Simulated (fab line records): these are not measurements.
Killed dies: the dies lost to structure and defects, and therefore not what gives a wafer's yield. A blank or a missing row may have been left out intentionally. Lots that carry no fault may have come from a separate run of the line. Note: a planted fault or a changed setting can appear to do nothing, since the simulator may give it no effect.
Split-lot trial :: flow n5Finfet :: on a route of 1938 steps: 7 lots, 21 wafers read

THE SPLIT
At N5_HKMG_FIN_COAT_41 (time 60 s, resist thk 300 nm), the setting spinRpm was moved away from the recipe's 1500 rpm on 10 of the 21 wafers read, by -5.5% to +11.0%. All remaining wafers had this setting at the recipe value.

The reading comes from the split's own step.

THE READING
SOC_of_HKMG_FIN_COAT_41.thkNm (the simulator's own value, which no gauge read), in nm, at N5_HKMG_FIN_COAT_41 (time 60 s, resist thk 300 nm). There is no usual value for it anywhere in the file. The 11 wafers here that ran the recipe average 300.9 nm, standard deviation 0.56 nm.

wafer: L077.3
tool, chamber at the split: lithoTrack-02, 0
spinRpm as run, rpm: 1665
against the recipe: +11.0%
SOC_of_HKMG_FIN_COAT_41.thkNm, nm: 285.8
against lot-mates on the recipe: no lot-mate on the recipe

wafer: L077.5
tool, chamber at the split: lithoTrack-02, 0
spinRpm as run, rpm: 1665
against the recipe: +11.0%
SOC_of_HKMG_FIN_COAT_41.thkNm, nm: 286.2
against lot-mates on the recipe: no lot-mate on the recipe

wafer: L077.6
tool, chamber at the split: lithoTrack-02, 0
spinRpm as run, rpm: 1665
against the recipe: +11.0%
SOC_of_HKMG_FIN_COAT_41.thkNm, nm: 285.4
against lot-mates on the recipe: no lot-mate on the recipe

wafer: L079.1
tool, chamber at the split: lithoTrack-03, 0
spinRpm as run, rpm: 1500
against the recipe: recipe
SOC_of_HKMG_FIN_COAT_41.thkNm, nm: 300.2
against lot-mates on the recipe: -

wafer: L079.3
tool, chamber at the split: lithoTrack-03, 0
spinRpm as run, rpm: 1500
against the recipe: recipe
SOC_of_HKMG_FIN_COAT_41.thkNm, nm: 302
against lot-mates on the recipe: -

wafer: L079.4
tool, chamber at the split: lithoTrack-03, 0
spinRpm as run, rpm: 1500
against the recipe: recipe
SOC_of_HKMG_FIN_COAT_41.thkNm, nm: 300.6
against lot-mates on the recipe: -

wafer: L080.2
tool, chamber at the split: lithoTrack-03, 0
spinRpm as run, rpm: 1500
against the recipe: recipe
SOC_of_HKMG_FIN_COAT_41.thkNm, nm: 301.4
against lot-mates on the recipe: -

wafer: L080.6
tool, chamber at the split: lithoTrack-03, 0
spinRpm as run, rpm: 1500
against the recipe: recipe
SOC_of_HKMG_FIN_COAT_41.thkNm, nm: 301.4
against lot-mates on the recipe: -

wafer: L080.5
tool, chamber at the split: lithoTrack-03, 0
spinRpm as run, rpm: 1592
against the recipe: +6.1%
SOC_of_HKMG_FIN_COAT_41.thkNm, nm: 292.6
against lot-mates on the recipe: -8.8

wafer: L081.1
tool, chamber at the split: lithoTrack-02, 0
spinRpm as run, rpm: 1549
against the recipe: +3.3%
SOC_of_HKMG_FIN_COAT_41.thkNm, nm: 294.4
against lot-mates on the recipe: -6.0

wafer: L081.5
tool, chamber at the split: lithoTrack-02, 0
spinRpm as run, rpm: 1500
against the recipe: recipe
SOC_of_HKMG_FIN_COAT_41.thkNm, nm: 300.4
against lot-mates on the recipe: -

wafer: L081.6
tool, chamber at the split: lithoTrack-02, 0
spinRpm as run, rpm: 1549
against the recipe: +3.3%
SOC_of_HKMG_FIN_COAT_41.thkNm, nm: 295.4
against lot-mates on the recipe: -5.0

wafer: L085.1
tool, chamber at the split: lithoTrack-04, 0
spinRpm as run, rpm: 1417
against the recipe: -5.5%
SOC_of_HKMG_FIN_COAT_41.thkNm, nm: 309.4
against lot-mates on the recipe: +8.5

wafer: L085.2
tool, chamber at the split: lithoTrack-04, 0
spinRpm as run, rpm: 1500
against the recipe: recipe
SOC_of_HKMG_FIN_COAT_41.thkNm, nm: 301
against lot-mates on the recipe: -

wafer: L085.5
tool, chamber at the split: lithoTrack-04, 0
spinRpm as run, rpm: 1500
against the recipe: recipe
SOC_of_HKMG_FIN_COAT_41.thkNm, nm: 300.8
against lot-mates on the recipe: -

wafer: L086.1
tool, chamber at the split: lithoTrack-02, 0
spinRpm as run, rpm: 1620
against the recipe: +8.0%
SOC_of_HKMG_FIN_COAT_41.thkNm, nm: 288.6
against lot-mates on the recipe: -12.0

wafer: L086.5
tool, chamber at the split: lithoTrack-02, 0
spinRpm as run, rpm: 1500
against the recipe: recipe
SOC_of_HKMG_FIN_COAT_41.thkNm, nm: 300
against lot-mates on the recipe: -

wafer: L086.6
tool, chamber at the split: lithoTrack-02, 0
spinRpm as run, rpm: 1500
against the recipe: recipe
SOC_of_HKMG_FIN_COAT_41.thkNm, nm: 301.2
against lot-mates on the recipe: -

wafer: L088.1
tool, chamber at the split: lithoTrack-04, 0
spinRpm as run, rpm: 1430
against the recipe: -4.7%
SOC_of_HKMG_FIN_COAT_41.thkNm, nm: 308.6
against lot-mates on the recipe: +7.6

wafer: L088.2
tool, chamber at the split: lithoTrack-04, 0
spinRpm as run, rpm: 1500
against the recipe: recipe
SOC_of_HKMG_FIN_COAT_41.thkNm, nm: 301
against lot-mates on the recipe: -

wafer: L088.5
tool, chamber at the split: lithoTrack-04, 0
spinRpm as run, rpm: 1430
against the recipe: -4.7%
SOC_of_HKMG_FIN_COAT_41.thkNm, nm: 308.2
against lot-mates on the recipe: +7.2

FIT RESULTS
A straight line over all 21 wafers: SOC_of_HKMG_FIN_COAT_41.thkNm changes by -1.44 nm for each +1% of spinRpm; r = -0.99; the points scatter about the line by 0.78 nm.
The same after taking each lot's own level away (the mean of its wafers on the recipe; 18 wafers): -1.53 nm for each +1%; r = -1.00; scatter 0.51 nm.
On that fit, the largest move of spinRpm shifts the reading by 17 nm.
The span of the lots' own levels, 300.40 to 301.40 nm, comes to 1.8 times the standard deviation stated above.
Consequently the slope shifts little with the lot-to-lot level, the two slopes agreeing.
Check: -12.4 nm against its lot-mates is what the line predicts for one of the wafers moved furthest among these (+8.0%) when that wafer is left out of the fit. It came out at -12 nm against them.

OTHER SPLITS ON THESE WAFERS
These wafers also went through other splits before the reading. Each is held against what the fit with the lots' levels taken away leaves over:
other split on the same wafers: N5_ZERO_LAYER_PECVD_02 timeS
wafers away from the commonest value: 9
r with SOC_of_HKMG_FIN_COAT_41.thkNm (lot level and that fit taken away): -0.19

other split on the same wafers: N5_ZERO_LAYER_COAT_05 spinRpm
wafers away from the commonest value: 6
r with SOC_of_HKMG_FIN_COAT_41.thkNm (lot level and that fit taken away): +0.04

other split on the same wafers: N5_WELL_APT_EXPOSE_22 doseMj
wafers away from the commonest value: 6
r with SOC_of_HKMG_FIN_COAT_41.thkNm (lot level and that fit taken away): +0.23

other split on the same wafers: N5_WELL_APT_PEB_23 pebTimeS
wafers away from the commonest value: 5
r with SOC_of_HKMG_FIN_COAT_41.thkNm (lot level and that fit taken away): +0.10

other split on the same wafers: N5_FIN_SAQP_ETCH_65 timeS
wafers away from the commonest value: 7
r with SOC_of_HKMG_FIN_COAT_41.thkNm (lot level and that fit taken away): +0.15

other split on the same wafers: N5_DUMMY_GATE_COAT_35 spinRpm
wafers away from the commonest value: 7
r with SOC_of_HKMG_FIN_COAT_41.thkNm (lot level and that fit taken away): +0.38

other split on the same wafers: N5_DUMMY_GATE_EXPOSE_12 doseMj
wafers away from the commonest value: 4
r with SOC_of_HKMG_FIN_COAT_41.thkNm (lot level and that fit taken away): +0.27

other split on the same wafers: N5_SDB_COAT_04 spinRpm
wafers away from the commonest value: 8
r with SOC_of_HKMG_FIN_COAT_41.thkNm (lot level and that fit taken away): -0.21

other split on the same wafers: N5_SDB_EXPOSE_08 doseMj
wafers away from the commonest value: 4
r with SOC_of_HKMG_FIN_COAT_41.thkNm (lot level and that fit taken away): +0.33

THE FILE'S OWN FIT
SOC_of_HKMG_FIN_COAT_41.thkNm changes by -1.52 nm for each +1% of spinRpm, r = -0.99.
